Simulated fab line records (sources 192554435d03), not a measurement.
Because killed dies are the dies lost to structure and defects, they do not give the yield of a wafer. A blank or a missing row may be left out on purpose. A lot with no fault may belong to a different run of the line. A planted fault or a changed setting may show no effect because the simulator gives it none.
fab line records	flow n5-finfet
record lots=6	wafers=18	last-day=17
route steps=1938 shown BEOL_M11@1548 PASSIVATION@1936
lots untouched by any fault: they come from a run of this same line in which no faults occurred
start-h: hours from the record's opening day to when the first of the lot's shown wafers began	wait-h: time in hours since the lot's previous step	" same as the row above	L1.1+2: a row that stands for several wafers	- no value, or no start given	* or withheld: withheld	< > ~ a bound
route shown NAME@n: names a module that has steps shown in the file, with the first one's number in the route	usual: mean/standard deviation taken from wafers without a fault	same: alike in all rows	chamber/n: place in a boat	sites: readings site by site	_std_site: the values' standard deviation	_edge_site: the outer-site mean with the inner-site mean subtracted	radius-mm: for every site, how far away it sits from the centre of the wafer	mask NAME#n: copy n	behind: the most recent tool/chamber to have shaped the wafer	hold: the reason the lot was held/the length of the hold in hours/how it ended	device: the transistor (n, p or np) that didn't switch	end of line: at the end of the route, the tests of the same wafers	for a step that has no rows: nothing shown but its recipe	killed: not the wafer's yield, but the dies lost to structure and defects at the first sort	map: dies across one wafer; x = killed, . = not, _ = none there
set.NAME: the setting the step ran with; set.NAME@STEP: the setting that earlier step ran with	model.NAME: the simulator's own value behind a step, which no gauge read
a table for each step, a row for each wafer; lots at some steps of the route
services: when a tool's chamber went out of use (start-h, in hours from the record's first day, below 0 if earlier), for how many hours, and the reason
## steps
# step N5_BEOL_M11_DEVELOP_10
# recipe develop-time-s=30	developer=TMAH	resist=CAR-ArF	rinse-liquid=diw	dry=air-spin	dev-temp-c=23
# step N5_BEOL_M11_CD_MEAS_11
# recipe target-cd-nm=64.1	landing-energy-ev=500	detector=se-inlens	polarity=opening
# usual cd-nm=64.1/0.53
lot.wafer	tool	chamber	start-h	wait-h	cd-nm
L903.2	cd-sem-01	0	203.83	-	64.2
L903.4	"	0	"	"	63.3
L903.6	"	0	"	"	63.7
L908.1	cd-sem-02	0	262.48	-	63.4
L908.4	"	0	"	"	63.8
L908.6	"	0	"	"	63.8
L916.1	cd-sem-02	0	313.62	-	64.0
L916.5	"	0	"	"	63.8
L916.6	"	0	"	"	64.7
L917.1	cd-sem-01	0	313.88	-	64.3
L917.2	"	0	"	"	65.0
L917.6	"	0	"	"	64.1
L918.2	cd-sem-01	0	316.04	-	63.9
L918.5	"	0	"	"	64.0
L918.6	"	0	"	"	64.7
L924.1	cd-sem-01	0	356.53	-	63.0
L924.3	"	0	"	"	62.9
L924.5	"	0	"	"	63.4
# step N5_BEOL_M11_OVL_MEAS_12
# recipe points-per-wafer=44
# usual M11_OVL=0.0/0.78
# same points-per-wafer=44
lot.wafer	tool	chamber	start-h	wait-h	M11_OVL[nm]
L903.2	overlay-01	0	203.86	0.0	0.5
L903.4	"	0	"	"	0.7
L903.6	"	0	"	"	-0.4
L908.1	overlay-01	0	262.51	0.0	0.8
L908.4	"	0	"	"	1.7
L908.6	"	0	"	"	1.2
L916.1	overlay-01	0	313.65	0.0	-0.8
L916.5	"	0	"	"	-1.0
L916.6	"	0	"	"	0.1
L917.1	overlay-02	0	313.91	0.0	0.9
L917.2	"	0	"	"	-1.4
L917.6	"	0	"	"	0.2
L918.2	overlay-02	0	316.07	0.0	1.4
L918.5	"	0	"	"	-0.1
L918.6	"	0	"	"	-0.3
L924.1	overlay-01	0	356.56	0.0	1.0
L924.3	"	0	"	"	0.9
L924.5	"	0	"	"	2.0
# step N5_BEOL_M11_INSPECT_13
# recipe mode=adi	inspect-instrument=brightfield
# usual raw-defect-count=409/96
lot.wafer	tool	chamber	start-h	wait-h	raw-defect-count
L903.2	defect-inspect-02	-	203.88	0.0	418
L903.4	"	-	"	"	453
L903.6	"	-	"	"	542
L908.1	defect-inspect-01	-	262.54	0.0	625
L908.4	"	-	"	"	570
L908.6	"	-	"	"	453
L916.1	defect-inspect-01	-	313.67	0.0	444
L916.5	"	-	"	"	536
L916.6	"	-	"	"	450
L917.1	defect-inspect-01	-	313.93	0.0	455
L917.2	"	-	"	"	368
L917.6	"	-	"	"	272
L918.2	defect-inspect-01	-	316.10	0.0	393
L918.5	"	-	"	"	483
L918.6	"	-	"	"	376
L924.1	defect-inspect-01	-	356.58	0.0	346
L924.3	"	-	"	"	430
L924.5	"	-	"	"	471
# step N5_BEOL_M11_DESCUM_16
# recipe chemistry=O2	time-s=7.9	source-power-w=50	bias-power-w=20	pressure-mtorr=20	rf-frequency-hz=2.712e+07	temp-c=40	resist=CAR-ArF	o2-flow-sccm=225
# usual chamber-pressure-mTorr=19.999/0.019	drypump-motor-current-A=5.8/0.49	oes-product-au=0.79/0.077	rf-vpp-V=243.1/1.4	showerhead-plenum-p-Torr=2.09/0.076	throttle-valve-pct=20.45/0.22
lot.wafer	tool	chamber	start-h	wait-h	chamber-pressure-mTorr	drypump-motor-current-A	oes-product-au	rf-hours-counter-h	rf-vpp-V	showerhead-plenum-p-Torr	throttle-valve-pct
L903.2	rie-diel-05	2	203.95	0.1	19.983	5.4	0.72	188	241.6	2.08	20.75
L903.4	"	0	"	"	19.987	5.6	0.96	10	242.2	2.06	20.06
L903.6	"	1	"	"	19.997	5.8	0.74	-	242.4	2.17	20.62
L908.1	rie-diel-06	0	262.57	0.0	19.991	5.7	0.83	65	244.4	2.11	20.05
L908.4	"	3	"	"	19.999	6.5	0.82	102	241.9	2.03	20.50
L908.6	"	2	"	"	19.977	6.5	0.75	-	243.5	2.08	20.55
L916.1	rie-diel-05	0	314.88	1.2	19.990	5.6	0.89	41	243.3	2.05	20.11
L916.5	"	3	"	"	19.991	5.7	0.89	-	245.4	2.23	20.35
L916.6	"	0	"	"	20.012	5.6	0.89	-	242.2	2.05	20.12
L917.1	rie-diel-05	1	315.23	1.3	20.002	5.8	0.72	220	244.2	2.16	20.66
L917.2	"	2	"	"	20.027	5.4	0.70	221	242.3	2.06	20.80
L917.6	"	1	"	"	20.010	5.8	0.72	-	242.5	2.16	20.68
L918.2	rie-diel-06	0	317.59	1.5	20.001	5.7	0.81	78	244.3	2.11	20.09
L918.5	"	2	"	"	19.990	6.5	0.74	-	243.2	2.08	20.57
L918.6	"	1	"	"	20.011	5.5	0.72	-	241.0	1.98	20.41
L924.1	rie-diel-06	1	356.64	0.1	20.035	5.5	0.69	234	241.0	1.97	20.44
L924.3	"	2	"	"	19.983	6.5	0.74	198	242.7	2.07	20.59
L924.5	"	3	"	"	19.971	6.6	0.78	-	241.7	2.02	20.53
# step N5_BEOL_M11_ETCH_61
# recipe chemistry=CF4	target=SiARC	target-depth-a=390	mask-material=CAR-ArF	time-s=65	ion-energy-ev=80	pressure-mtorr=40	source-w=545	bias-w=36	Ar_flow_sccm=100	cf4-flow-sccm=100	ends=cleared
# usual chamber-pressure-mTorr=40.00/0.034	drypump-motor-current-A=5.8/0.5	etch-rf-on-time-s=64.9/1	oes-product-au=0.68/0.065	rf-vpp-V=183.9/1.3	showerhead-plenum-p-Torr=2.14/0.074	throttle-valve-pct=15.63/0.24
lot.wafer	tool	chamber	start-h	wait-h	chamber-pressure-mTorr	drypump-motor-current-A	etch-rf-on-time-s	oes-product-au	rf-hours-counter-h	rf-vpp-V	showerhead-plenum-p-Torr	throttle-valve-pct
L903.2	rie-diel-05	2	203.98	0.0	39.95	5.4	65.1	0.62	188	185.9	2.13	15.97
L903.4	"	0	"	"	40.04	5.6	63.6	0.82	10	183.7	2.10	15.17
L903.6	"	1	"	"	40.00	5.8	64.6	0.63	-	185.5	2.22	15.80
L908.1	rie-diel-06	0	262.61	0.0	39.98	5.7	64.2	0.71	65	185.0	2.17	15.32
L908.4	"	3	"	"	40.01	6.6	64.3	0.69	102	183.3	2.07	15.60
L908.6	"	2	"	"	39.98	6.5	65.9	0.64	-	183.7	2.14	15.77
L916.1	rie-diel-05	0	314.92	0.0	39.98	5.6	63.9	0.75	41	181.8	2.09	15.21
L916.5	"	3	"	"	40.03	5.7	64.7	0.76	-	186.3	2.27	15.52
L916.6	"	0	"	"	40.01	5.6	63.9	0.75	-	183.2	2.09	15.23
L917.1	rie-diel-05	1	315.27	0.0	40.02	5.8	65.1	0.62	220	185.4	2.21	15.84
L917.2	"	2	"	"	40.02	5.4	64.7	0.61	221	181.6	2.12	16.02
L917.6	"	1	"	"	40.00	5.8	65.4	0.61	-	185.7	2.21	15.86
L918.2	rie-diel-06	0	317.63	0.0	39.99	5.7	64.3	0.70	78	184.0	2.16	15.32
L918.5	"	2	"	"	40.03	6.6	65.6	0.64	-	183.8	2.13	15.80
L918.6	"	1	"	"	39.98	5.5	67.1	0.60	-	183.1	2.04	15.69
L924.1	rie-diel-06	1	356.67	0.0	39.97	5.5	67.5	0.59	234	182.3	2.04	15.70
L924.3	"	2	"	"	40.00	6.5	66.7	0.62	198	182.2	2.13	15.84
L924.5	"	3	"	"	40.01	6.6	64.7	0.67	-	182.8	2.06	15.67
# step N5_BEOL_M11_ETCH_62
# recipe chemistry=N2/H2	target=SOC	target-depth-a=1100	overetch-a=220	mask-material=SiARC	temp-c=40	time-s=165	ion-energy-ev=200	pressure-mtorr=30	source-w=840	bias-w=150	n2-flow-sccm=200	h2-flow-sccm=200
# usual chamber-pressure-mTorr=30.002/0.026	drypump-motor-current-A=5.8/0.5	oes-product-au=0.67/0.059	rf-vpp-V=523.9/2.7	showerhead-plenum-p-Torr=2.55/0.091	throttle-valve-pct=17.87/0.25
lot.wafer	tool	chamber	start-h	wait-h	chamber-pressure-mTorr	drypump-motor-current-A	oes-product-au	rf-hours-counter-h	rf-vpp-V	showerhead-plenum-p-Torr	throttle-valve-pct
L903.2	rie-diel-05	2	204.03	0.0	29.995	5.4	0.62	188	523.8	2.53	18.25
L903.4	"	0	"	"	30.045	5.6	0.80	10	521.5	2.50	17.47
L903.6	"	1	"	"	30.000	5.9	0.63	-	524.0	2.64	18.13
L908.1	rie-diel-06	0	262.66	0.0	30.034	5.7	0.70	66	523.1	2.58	17.61
L908.4	"	3	"	"	29.985	6.6	0.69	102	521.3	2.46	17.80
L908.6	"	2	"	"	30.068	6.5	0.64	-	525.3	2.52	17.83
L916.1	rie-diel-05	0	314.97	0.0	29.994	5.6	0.74	41	522.4	2.49	17.54
L916.5	"	3	"	"	29.992	5.8	0.74	-	529.9	2.70	17.77
L916.6	"	0	"	"	30.041	5.7	0.74	-	522.0	2.49	17.52
L917.1	rie-diel-05	1	315.32	0.0	30.001	5.9	0.61	220	524.4	2.62	18.18
L917.2	"	2	"	"	30.051	5.4	0.61	221	522.9	2.52	18.31
L917.6	"	1	"	"	29.996	5.8	0.61	-	525.8	2.62	18.20
L918.2	rie-diel-06	0	317.68	0.0	30.009	5.7	0.69	78	524.5	2.58	17.61
L918.5	"	2	"	"	29.986	6.5	0.63	-	523.4	2.52	17.85
L918.6	"	1	"	"	29.958	5.5	0.60	-	521.1	2.41	17.95
L924.1	rie-diel-06	1	356.72	0.0	29.974	5.5	0.60	234	519.5	2.41	17.99
L924.3	"	2	"	"	30.010	6.5	0.63	198	523.2	2.51	17.86
L924.5	"	3	"	"	29.995	6.6	0.65	-	520.5	2.45	17.88
# step N5_BEOL_M11_STRIP_68
# recipe chemistry=N2/H2	temp-c=40	n2-flow-sccm=200	h2-flow-sccm=200	rf-frequency-hz=6e+07
# step N5_BEOL_M11_STRIP_67
# recipe chemistry=CF4	resist=SiARC	power-w=300	bias-power-w=75	pressure-mtorr=50	cf4-flow-sccm=150	rf-frequency-hz=6e+07
# usual chamber-pressure-mTorr=49.99/0.046	drypump-motor-current-A=5.8/0.49	oes-product-au=0.79/0.07	rf-vpp-V=271.2/1.4	showerhead-plenum-p-Torr=1.80/0.062	throttle-valve-pct=13.60/0.25
lot.wafer	tool	chamber	start-h	wait-h	chamber-pressure-mTorr	drypump-motor-current-A	oes-product-au	rf-hours-counter-h	rf-vpp-V	showerhead-plenum-p-Torr	throttle-valve-pct
L903.2	rie-diel-05	2	204.18	0.0	49.97	5.4	0.73	188	269.6	1.78	13.94
L903.4	"	0	"	"	49.98	5.7	0.94	10	270.4	1.76	13.12
L903.6	"	1	"	"	50.05	5.8	0.74	-	274.2	1.86	13.76
L908.1	rie-diel-06	0	262.80	0.0	50.01	5.7	0.82	66	270.0	1.82	13.28
L908.4	"	3	"	"	50.00	6.6	0.80	102	270.6	1.74	13.56
L908.6	"	2	"	"	50.06	6.5	0.75	-	271.8	1.79	13.77
L916.1	rie-diel-05	0	315.11	0.0	50.03	5.6	0.88	42	269.7	1.75	13.20
L916.5	"	3	"	"	49.94	5.7	0.88	-	273.7	1.91	13.42
L916.6	"	0	"	"	50.01	5.7	0.88	-	271.4	1.75	13.18
L917.1	rie-diel-05	1	315.47	0.0	49.96	5.9	0.72	220	274.0	1.85	13.82
L917.2	"	2	"	"	49.97	5.4	0.71	221	270.7	1.77	14.00
L917.6	"	1	"	"	49.97	5.8	0.72	-	270.5	1.85	13.84
L918.2	rie-diel-06	0	317.82	0.0	49.98	5.7	0.81	78	273.1	1.81	13.30
L918.5	"	2	"	"	49.95	6.5	0.75	-	271.2	1.79	13.80
L918.6	"	1	"	"	50.05	5.5	0.71	-	269.7	1.71	13.69
L924.1	rie-diel-06	1	356.87	0.0	50.01	5.5	0.70	234	269.2	1.70	13.71
L924.3	"	2	"	"	49.99	6.5	0.74	198	269.8	1.78	13.81
L924.5	"	3	"	"	50.09	6.5	0.78	-	268.6	1.73	13.65
# step N5_BEOL_M11_HM_OPEN_17
# recipe chemistry=Cl2/BCl3	target-depth-a=200	overetch-a=60	target=TiN	mask-material=SOC	ion-energy-ev=150	pressure-mtorr=10	icp-w=1000	bias-w=126	Cl2_flow_sccm=53.25	bcl3-flow-sccm=21.75	Ar_flow_sccm=25
# usual chamber-pressure-mTorr=9.999/0.0083	drypump-motor-current-A=5.9/0.38	he-backside-leak-sccm=3.31/0.25	oes-product-au=0.66/0.073	throttle-valve-pct=22.07/0.16
lot.wafer	tool	chamber	start-h	wait-h	chamber-pressure-mTorr	drypump-motor-current-A	he-backside-leak-sccm	oes-product-au	rf-hours-counter-h	throttle-valve-pct
L903.2	rie-metal-02	0	204.22	0.0	9.997	5.7	3.15	0.60	81	22.24
L903.4	"	1	"	"	9.985	6.2	3.12	0.74	-	21.98
L903.6	"	0	"	"	10.011	5.7	3.19	0.60	-	22.24
L908.1	rie-metal-01	0	262.84	0.0	10.002	5.5	3.42	0.58	89	22.23
L908.4	"	0	"	"	9.995	5.5	3.31	0.58	-	22.20
L908.6	"	0	"	"	9.993	5.5	3.40	0.58	-	22.22
L916.1	rie-metal-01	1	315.15	0.0	9.993	5.3	3.63	0.78	3	21.76
L916.5	"	1	"	"	9.999	5.3	3.66	0.77	-	21.75
L916.6	"	0	"	"	10.009	5.4	3.38	0.56	-	22.23
L917.1	rie-metal-03	0	315.51	0.0	10.007	6.5	3.13	0.68	32	22.02
L917.2	"	1	"	"	9.998	5.9	3.18	0.73	16	21.95
L917.6	"	1	"	"	9.997	5.9	3.12	0.72	-	21.94
L918.2	rie-metal-02	0	317.86	0.0	10.000	5.8	3.24	0.57	91	22.28
L918.5	"	0	"	"	9.990	5.7	3.01	0.57	-	22.26
L918.6	"	1	"	"	9.999	6.3	3.42	0.70	-	22.03
L924.1	rie-metal-03	0	357.00	0.1	9.994	6.5	3.31	0.67	37	22.02
L924.3	"	0	"	"	10.017	6.5	3.37	0.68	-	22.02
L924.5	"	1	"	"	10.008	6.0	3.08	0.72	-	21.95
# step N5_BEOL_M11_STRIP_19
# recipe chemistry=O2	power-w=400	temp-c=40	pressure-mtorr=30	rf-frequency-hz=6e+07	bias-power-w=0	overash-fraction=0.2	o2-flow-sccm=225
# step N5_BEOL_M11_CD_MEAS_18
# recipe pitch-nm=140	target-cd-nm=70
# usual cd-nm=70.0/0.56
lot.wafer	tool	chamber	start-h	wait-h	cd-nm
L903.2	cd-sem-03	-	204.40	0.1	69.7
L903.4	"	-	"	"	68.8
L903.6	"	-	"	"	69.6
L908.1	cd-sem-02	-	263.02	0.0	69.0
L908.4	"	-	"	"	70.0
L908.6	"	-	"	"	69.0
L916.1	cd-sem-03	-	315.53	0.0	70.0
L916.5	"	-	"	"	69.7
L916.6	"	-	"	"	70.6
L917.1	cd-sem-03	-	315.78	0.0	70.3
L917.2	"	-	"	"	70.7
L917.6	"	-	"	"	69.9
L918.2	cd-sem-02	-	318.74	0.1	70.0
L918.5	"	-	"	"	70.8
L918.6	"	-	"	"	70.5
L924.1	cd-sem-01	-	357.18	0.0	69.2
L924.3	"	-	"	"	69.3
L924.5	"	-	"	"	69.8
# step N5_BEOL_M11_COAT_63
# recipe resist=SOC	temp-c=250	time-s=60	spin-rpm=1500	resist-thk-nm=100
# usual dispense-pressure-kPa=44.0/2.5	heater-power-total-W=500.2/1.8	plate-temp-C=249.97/0.16	spin-speed-rpm=1500.1/1.2
lot.wafer	tool	chamber	start-h	wait-h	dispense-pressure-kPa	heater-power-total-W	plate-temp-C	spin-speed-rpm
L903.2	litho-track-02	0	204.45	0.0	41.4	503.3	249.90	1499.9
L903.4	"	0	"	"	41.5	499.1	250.02	1499.1
L903.6	"	0	"	"	41.4	498.9	249.96	1499.0
L908.1	litho-track-05	0	263.70	0.7	43.4	497.9	250.09	1499.4
L908.4	"	0	"	"	43.4	497.5	250.06	1501.1
L908.6	"	0	"	"	43.4	500.5	250.12	1501.7
L916.1	litho-track-02	0	315.57	0.0	41.4	491.6	247.37	1499.1
L916.5	"	0	"	"	41.5	494.9	247.40	1499.6
L916.6	"	0	"	"	41.5	492.5	247.10	1499.4
L917.1	litho-track-02	0	315.94	0.2	41.4	495.2	246.89	1498.9
L917.2	"	0	"	"	41.5	494.7	246.97	1500.5
L917.6	"	0	"	"	41.5	495.1	247.05	1499.1
L918.2	litho-track-01	0	318.78	0.0	47.8	497.3	249.80	1499.6
L918.5	"	0	"	"	47.8	498.5	250.00	1499.7
L918.6	"	0	"	"	47.8	501.2	249.81	1497.2
L924.1	litho-track-01	0	360.23	3.1	47.8	501.4	249.95	1500.0
L924.3	"	0	"	"	47.8	497.9	250.05	1498.7
L924.5	"	0	"	"	47.9	501.1	249.67	1497.1
# step N5_BEOL_M11_COAT_64
# recipe resist=SiARC	temp-c=220	time-s=60	spin-rpm=1500	resist-thk-nm=30
# step N5_PASSIVATION_PROBE_49
# usual defect-limited-yield=91.2/1.5	killed_at_M0_to_M3=35/11	killed_at_M4_up=13/5.6	killed-at-contacts=13/6.3	killed-at-front-end=38/12	killed-at-other=3.7/2.9	killed-dies=104/18	killed-on-rim=14/3.8	killed-open=69/13	killed-short=34/8.3	sort_bin_5_function=5.2/0.95	sort_bin_6_memory=3.3/0.68	sort-n-pass=1076/18	sort-yield-pct=91.2/1.5
# same gross-dies=1180	killed-at-back-side=0	sort_bin_4_leakage[%]=0	sort_bin_8_speed[%]=0
lot.wafer	tool	chamber	start-h	wait-h	defect-limited-yield[%]	killed_at_M0_to_M3	killed_at_M4_up	killed-at-contacts	killed-at-front-end	killed-at-other	killed-dies	killed-on-rim	killed-open	killed-short	sort_bin_5_function[%]	sort_bin_6_memory[%]	sort-n-pass	sort-yield-pct[%]
L903.2	prober-02	-	244.72	0.1	93.2	28	8	9	31	4	80	10	48	32	4.0	2.5	1100	93.2
L903.4	prober-02	-	244.82	0.2	93.1	22	8	14	32	5	81	10	53	25	4.7	2.1	1099	93.1
L903.6	prober-02	-	244.92	0.3	94.0	21	9	4	30	7	71	14	46	24	3.9	1.9	1109	94.0
L908.1	prober-01	-	311.51	0.0	91.4	24	15	21	38	3	101	18	63	36	5.3	3.1	1079	91.4
L908.4	prober-01	-	311.66	0.2	90.0	46	17	19	33	3	118	23	73	40	5.7	3.9	1062	90.0
L908.6	prober-01	-	311.76	0.3	90.9	41	21	11	34	0	107	16	68	31	5.1	3.3	1073	90.9
L916.1	prober-01	-	359.75	0.0	90.4	40	16	23	33	1	113	13	78	35	5.4	3.8	1067	90.4
L916.5	prober-01	-	359.95	0.2	89.1	65	11	22	29	2	129	18	91	37	5.8	4.4	1051	89.1
L916.6	prober-01	-	360.00	0.3	91.7	38	8	15	33	4	98	15	62	36	5.7	2.4	1082	91.7
L917.1	prober-01	-	362.73	0.0	92.6	33	11	5	33	5	87	12	51	35	4.4	2.8	1093	92.6
L917.2	prober-01	-	362.78	0.1	92.7	27	5	5	38	11	86	10	56	30	4.1	2.8	1094	92.7
L917.6	prober-01	-	362.98	0.3	93.3	20	6	5	42	6	79	8	53	25	4.2	2.3	1101	93.3
L918.2	prober-01	-	364.77	0.1	90.8	37	10	13	47	2	109	14	74	35	5.3	3.6	1071	90.8
L918.5	prober-01	-	364.92	0.2	90.5	40	13	12	46	1	112	12	76	35	5.8	3.5	1068	90.5
L918.6	prober-01	-	364.97	0.3	89.8	32	6	25	53	4	120	14	74	45	6.4	3.6	1060	89.8
L924.1	prober-01	-	409.84	0.0	93.4	17	14	9	37	1	78	15	49	26	4.4	2.0	1102	93.4
L924.3	prober-01	-	409.94	0.1	91.4	42	7	13	34	5	101	14	71	29	5.3	3.1	1079	91.4
L924.5	prober-01	-	410.04	0.2	90.7	22	13	29	45	1	110	8	66	41	5.9	3.2	1070	90.7
# killed by level:class
L903.2 BEOL_M3:geometric-particle:open=12 STI_FIN_REVEAL:geometric-particle:open=7 MOL_CONTACT_COAG:geometric-particle:open=7 BEOL_M0_SAQP:geometric-particle:short=5 BEOL_M0_SAQP:geometric-particle:open=5 BEOL_M6:geometric-particle:open=4 STARTING-WAFER:geometric-particle:open=4 STARTING-WAFER:geometric-particle:short=4
L903.4 MOL_CONTACT_COAG:geometric-particle:open=10 BEOL_M2:geometric-particle:open=8 BEOL_M0_SAQP:geometric-particle:open=7 STI_FIN_REVEAL:geometric-particle:open=6 DUMMY_GATE:geometric-particle:open=5 STARTING-WAFER:geometric-particle:short=5 FIN_SAQP:geometric-particle:open=3 MOL_CONTACT_COAG:geometric-particle:short=3
L903.6 BEOL_M2:geometric-particle:open=11 FIN_SAQP:geometric-particle:open=7 FIN_SAQP:geometric-particle:short=4 STI_FIN_REVEAL:geometric-particle:open=4 STARTING-WAFER:geometric-particle:short=4 ILD0:geometric-particle:short=3 GATE_CUT:geometric-particle:open=3 MOL_CONTACT_COAG:geometric-particle:open=3
L908.1 MOL_CONTACT_COAG:geometric-particle:open=14 FIN_SAQP:geometric-particle:short=7 FIN_SAQP:geometric-particle:open=7 STI_FIN_REVEAL:geometric-particle:open=7 BEOL_M5:geometric-particle:open=7 MOL_CONTACT_COAG:geometric-particle:short=6 DUMMY_GATE:geometric-particle:open=5 BEOL_M0_SAQP:geometric-particle:short=5
L908.4 MOL_CONTACT_COAG:geometric-particle:open=13 BEOL_M0_SAQP:geometric-particle:short=13 BEOL_M1:geometric-particle:open=12 BEOL_M0_SAQP:geometric-particle:open=8 FIN_SAQP:geometric-particle:open=7 STI_FIN_REVEAL:geometric-particle:open=6 STARTING-WAFER:geometric-particle:short=5 FIN_SAQP:geometric-particle:short=4
L908.6 FIN_SAQP:geometric-particle:short=9 STI_FIN_REVEAL:geometric-particle:open=9 BEOL_M3:geometric-particle:open=9 MOL_CONTACT_COAG:geometric-particle:open=8 BEOL_M1:geometric-particle:open=8 BEOL_M0_SAQP:geometric-particle:open=7 BEOL_M2:geometric-particle:open=6 BEOL_M0_SAQP:geometric-particle:short=6
L916.1 MOL_CONTACT_COAG:geometric-particle:open=16 STI_FIN_REVEAL:geometric-particle:open=15 BEOL_M1:geometric-particle:open=11 BEOL_M0_SAQP:geometric-particle:short=8 BEOL_M2:geometric-particle:open=8 FIN_SAQP:geometric-particle:short=7 MOL_CONTACT_COAG:geometric-particle:short=7 BEOL_M0_SAQP:geometric-particle:open=7
L916.5 MOL_CONTACT_COAG:geometric-particle:open=19 BEOL_M0_SAQP:geometric-particle:open=15 BEOL_M3:geometric-particle:open=11 BEOL_M0_SAQP:geometric-particle:short=11 BEOL_M1:geometric-particle:open=9 BEOL_M2:geometric-particle:open=9 STI_FIN_REVEAL:geometric-particle:open=7 STARTING-WAFER:geometric-particle:open=6
L916.6 STI_FIN_REVEAL:geometric-particle:open=14 MOL_CONTACT_COAG:geometric-particle:open=9 BEOL_M2:geometric-particle:open=9 BEOL_M0_SAQP:geometric-particle:short=8 FIN_SAQP:geometric-particle:open=6 STARTING-WAFER:geometric-particle:short=6 MOL_CONTACT_COAG:geometric-particle:short=6 BEOL_M1:geometric-particle:open=6
L917.1 STI_FIN_REVEAL:geometric-particle:open=13 FIN_SAQP:geometric-particle:short=6 BEOL_M0_SAQP:geometric-particle:short=6 BEOL_M2:geometric-particle:open=6 BEOL_M0:geometric-particle:open=5 GATE_CUT:geometric-particle:short=4 BEOL_M0_SAQP:geometric-particle:open=4 BEOL_M2:geometric-particle:short=4
L917.2 FIN_SAQP:geometric-particle:open=7 BEOL_M0_SAQP:geometric-particle:open=7 MOL_CONTACT_COAG:geometric-particle:open=5 PASS1_CAP:geometric-particle:open=5 ILD0:geometric-particle:short=4 ILD0:geometric-particle:open=4 GATE_CUT:geometric-particle:short=4 BEOL_M0_SAQP:geometric-particle:short=4
L917.6 STI_FIN_REVEAL:geometric-particle:open=14 BEOL_M3:geometric-particle:open=6 DUMMY_GATE:geometric-particle:open=5 FIN_SAQP:geometric-particle:short=4 MOL_CONTACT_COAG:geometric-particle:open=4 BEOL_M0_SAQP:geometric-particle:short=4 STARTING-WAFER:geometric-particle:short=4 BEOL_M0_SAQP:geometric-particle:open=3
L918.2 FIN_SAQP:geometric-particle:open=17 MOL_CONTACT_COAG:geometric-particle:open=12 BEOL_M0_SAQP:geometric-particle:open=11 BEOL_M0_SAQP:geometric-particle:short=10 FIN_SAQP:geometric-particle:short=8 STI_FIN_REVEAL:geometric-particle:open=7 BEOL_M3:geometric-particle:open=6 BEOL_M2:geometric-particle:open=5
L918.5 BEOL_M3:geometric-particle:open=13 FIN_SAQP:geometric-particle:short=12 MOL_CONTACT_COAG:geometric-particle:open=10 FIN_SAQP:geometric-particle:open=9 STI_FIN_REVEAL:geometric-particle:open=9 BEOL_M0_SAQP:geometric-particle:open=9 BEOL_M4:geometric-particle:open=8 BEOL_M0_SAQP:geometric-particle:short=7
L918.6 MOL_CONTACT_COAG:geometric-particle:open=19 FIN_SAQP:geometric-particle:short=16 FIN_SAQP:geometric-particle:open=9 BEOL_M3:geometric-particle:open=9 STI_FIN_REVEAL:geometric-particle:open=8 MOL_CONTACT_COAG:geometric-particle:short=6 DUMMY_GATE:geometric-particle:open=6 GATE_CUT:geometric-particle:short=5
L924.1 FIN_SAQP:geometric-particle:short=8 MOL_CONTACT_COAG:geometric-particle:open=7 BEOL_M1:geometric-particle:open=6 DUMMY_GATE:geometric-particle:open=5 BEOL_M3:geometric-particle:open=5 FIN_SAQP:geometric-particle:open=3 GATE_CUT:geometric-particle:open=3 GATE_CUT:geometric-particle:short=3
L924.3 MOL_CONTACT_COAG:geometric-particle:open=11 BEOL_M2:geometric-particle:open=11 FIN_SAQP:geometric-particle:open=10 BEOL_M3:geometric-particle:open=8 BEOL_M0_SAQP:geometric-particle:open=7 FIN_SAQP:geometric-particle:short=5 STI_FIN_REVEAL:geometric-particle:open=5 BEOL_M0_SAQP:geometric-particle:short=5
L924.5 MOL_CONTACT_COAG:geometric-particle:open=24 FIN_SAQP:geometric-particle:short=13 STI_FIN_REVEAL:geometric-particle:open=9 MOL_CONTACT_COAG:geometric-particle:short=5 BEOL_M0_SAQP:geometric-particle:short=5 BEOL_M2:geometric-particle:open=5 BEOL_M3:geometric-particle:open=5 STI_FIN_REVEAL:geometric-particle:short=4
## services
tool	chamber	start-h	hours	kind
rie-metal-03	0	184.21	10.9	repair
rie-metal-02	-	190.48	2.7	repair
rie-diel-05	-	197.43	0.5	repair
rie-metal-02	-	227.80	2.8	pm
rie-metal-01	1	232.65	-	clean
rie-metal-01	1	232.65	26.8	scheduled-down
rie-metal-01	1	232.65	26.8	vent-cycle
rie-metal-03	-	257.92	0.4	repair
rie-metal-01	1	273.02	12.5	repair
rie-metal-02	1	287.03	22.4	repair
rie-diel-06	2	297.63	7.9	repair
rie-diel-05	3	298.23	8.0	repair
rie-diel-06	-	302.99	14.6	pm
rie-diel-06	0	329.38	30.4	repair
rie-metal-03	0	334.30	4.0	repair
rie-diel-06	2	337.79	6.0	repair
rie-metal-01	-	351.42	28.1	pm
## key
first-sign step=N5_BEOL_M11_COAT_63	reading=plate-temp-C	direction=down	sigmas=18	usual=*	struck=*
effect step=N5_BEOL_M11_COAT_63	reading=heater-power-total-W	direction=down	sigmas=3.4	usual=*	struck=*
met-at N5_BEOL_M11_COAT_63
struck-wafers L916.1,L916.5,L916.6,L917.1,L917.2,L917.6
onset-between 204.45 315.57
fault kind=process-parameter-drift	tool=litho-track-02	chamber=-	onset-h=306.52	steps=N5_BEOL_M11_COAT_63	channel=temp-c	offset=*	shape=step	end-h=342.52	acts-in=*	stated=*
